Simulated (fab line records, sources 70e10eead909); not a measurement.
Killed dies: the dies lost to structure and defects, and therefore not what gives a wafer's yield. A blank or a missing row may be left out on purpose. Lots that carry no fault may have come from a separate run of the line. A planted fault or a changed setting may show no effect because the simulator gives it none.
Matching of chambers -- flow nand_harc -- NHARC_P_M2_CMP_23 on cmp-02 has 4 sister chambers
The step polishes, t overpolish 20 s, target thk 144.3 nm. 16 wafers are shown with their chamber, then 8 later ones without.

== EACH WAFER AND ITS CHAMBER ==
wafer,chamber,motor_current_A (A),time_to_endpoint_s (s)
L074.4,2,12.9,31.1
L074.5,3,12.3,33.6
L074.6,0,11.4,31.2
L075.4,0,11.3,33.1
L075.5,1,12.2,31.3
L075.6,0,12.2,29.2
L079.2,0,11.8,31.7
L079.5,3,12.6,32.9
L079.6,0,11.5,31.0
L082.1,1,12.3,28.7
L082.4,2,13.1,27.4
L082.5,1,12.7,29.6
L084.1,3,12.0,27.4
L084.2,2,12.8,28.5
L084.3,0,11.8,28.4
L087.1,3,12.1,30.9

SIGNATURES, as means of the wafers listed above
reading,chamber 0,chamber 1,chamber 2,chamber 3,scatter within a chamber
motor_current_A,11.667,12.400,12.933,12.250,0.281
time_to_endpoint_s,30.767,29.867,29.000,31.200,2.01
Rule: for each reading, subtract the chamber's mean from the wafer's reading, divide by that reading's scatter and square the result; add these up over the readings and take the root, which gives the wafer's distance from the chamber. The wafer belongs to the nearest chamber; if the next one is less than 2 further off, it can't be placed. The scatter: the root of (the sum of the squares of (reading less its chamber's mean) over the shown wafers, divided by (wafers less chambers)).

== WAFERS MISSING THEIR CHAMBER ==
wafer,motor_current_A (A),time_to_endpoint_s (s)
L087.5,12.4,30.8
L087.6,12.5,31.1
L092.2,13.1,25.3
L092.3,11.9,29.5
L092.4,12.2,26.6
L094.1,13.2,27.8
L094.3,12.7,30.0
L094.4,12.1,28.3

== THE CHAMBER EACH PASSED THROUGH ==
wafer,from the rows above,in truth
L087.5,can't be placed: 1 or 3 or 2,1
L087.6,can't be placed: 1 or 3 or 2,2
L092.2,can't be placed: 2 or 1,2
L092.3,can't be placed: 0 or 3 or 1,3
L092.4,can't be placed: 1 or 3 or 0 or 2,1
L094.1,can't be placed: 2 or 1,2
L094.3,can't be placed: 2 or 1 or 3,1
L094.4,can't be placed: 1 or 3 or 0 or 2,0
Placed correctly: 0 of 8. From these rows, 8 cannot be placed; in 8 the true chamber is one of the candidates. 0 placed wrongly.
